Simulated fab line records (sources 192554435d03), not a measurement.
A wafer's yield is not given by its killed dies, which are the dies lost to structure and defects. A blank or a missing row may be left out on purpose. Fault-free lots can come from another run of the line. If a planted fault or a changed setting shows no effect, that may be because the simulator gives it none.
Which tool was responsible? ; flow n5Finfet ; 36 wafers from 12 lots sampled at 5 of the route's 1938 steps

WHAT THE GAUGES READ, wafer by wafer
N5_BEOL_M2_THK_MEAS_53: measures by xrf.
lot;measured;on;M2_THK (nm)
L075;day 8 02:01;filmMetro-01;43.0 42.7 42.7
L077;day 8 08:19;filmMetro-02;39.2 37.7 41.1
L079;day 8 13:16;filmMetro-01;41.0 40.5 41.5
L081;day 8 17:08;filmMetro-01;38.0 39.3 38.4
L083;day 9 02:03;filmMetro-01;38.8 39.8 40.4
L084;day 10 14:19;filmMetro-01;41.0 42.8 42.7
L087;day 10 20:19;filmMetro-01;41.6 44.0 42.1
L089;day 10 22:34;filmMetro-01;43.1 41.5 43.1
L090;day 11 04:41;filmMetro-02;42.4 41.2 42.1
L092;day 11 13:36;filmMetro-02;39.5 37.0 38.7
L095;day 12 21:45;filmMetro-02;40.0 39.9 40.1
L096;day 13 11:36;filmMetro-02;40.6 40.9 39.6

WHICH TOOL RAN EACH LOT (tool, then ch and the chambers of the sampled wafers, then the start)
lot;N5_BEOL_M2_SPUTTER_81;N5_BEOL_M2_ANNEAL_89;N5_BEOL_M2_SPUTTER_92;N5_BEOL_M2_SPUTTER_94
L075;pvdSputter-02, day 7 23:54;pvdSputter-02, day 8 00:25;pvdSputter-02, day 8 00:47;pvdSputter-02, day 8 01:00
L077;pvdSputter-01, day 8 06:05;pvdSputter-01, day 8 06:37;pvdSputter-01, day 8 06:58;pvdSputter-01, day 8 07:11
L079;pvdSputter-01, day 8 11:09;pvdSputter-01, day 8 11:40;pvdSputter-01, day 8 12:02;pvdSputter-01, day 8 12:15
L081;pvdSputter-01, day 8 14:57;pvdSputter-01, day 8 15:28;pvdSputter-01, day 8 15:50;pvdSputter-01, day 8 16:03
L083;pvdSputter-03, day 8 23:22;pvdSputter-03, day 8 23:53;pvdSputter-03, day 9 00:15;pvdSputter-03, day 9 00:28
L084;pvdSputter-01, day 10 12:12;pvdSputter-01, day 10 12:43;pvdSputter-01, day 10 13:05;pvdSputter-01, day 10 13:18
L087;pvdSputter-01, day 10 18:07;pvdSputter-01, day 10 18:38;pvdSputter-01, day 10 18:59;pvdSputter-01, day 10 19:13
L089;pvdSputter-03, day 10 20:08;pvdSputter-03, day 10 20:40;pvdSputter-03, day 10 21:01;pvdSputter-03, day 10 21:14
L090;pvdSputter-02, day 11 02:34;pvdSputter-02, day 11 03:05;pvdSputter-02, day 11 03:26;pvdSputter-02, day 11 03:40
L092;pvdSputter-01, day 11 11:29;pvdSputter-01, day 11 12:01;pvdSputter-01, day 11 12:22;pvdSputter-01, day 11 12:35
L095;pvdSputter-01, day 12 19:21;pvdSputter-01, day 12 19:52;pvdSputter-01, day 12 20:14;pvdSputter-01, day 12 20:27
L096;pvdSputter-01, day 13 09:29;pvdSputter-01, day 13 10:01;pvdSputter-01, day 13 10:22;pvdSputter-01, day 13 10:35
- N5_BEOL_M2_SPUTTER_81: material Cu, target thk 4.5 nm, time 8.29 s.
- N5_BEOL_M2_ANNEAL_89: time 240 s.
- N5_BEOL_M2_SPUTTER_92: material Cu, target thk 4.5 nm, time 8.29 s.
- N5_BEOL_M2_SPUTTER_94: material Cu, target thk 4.5 nm, time 8.29 s.

THE ANSWER, worked out from the rows above alone
Rule: usual is defined by the lots themselves. Put in order of their means at a reading, lots are off if they are a third of the lots or fewer, leave a main group of 4 or more, and stand apart from it by a gap of 3 or more times the standard deviation of the main group's means; of several such gaps the widest counts. A main group is skipped when, at the precision printed for the reading in the tables above, its means are all equal. Also off: a lot with no number at a reading for which 4 or more lots have one. All remaining lots with rows at the step are treated as sound.
Nothing can be told from this: no lot is off at any reading shown.

WHAT THE SIMULATOR PUT IN
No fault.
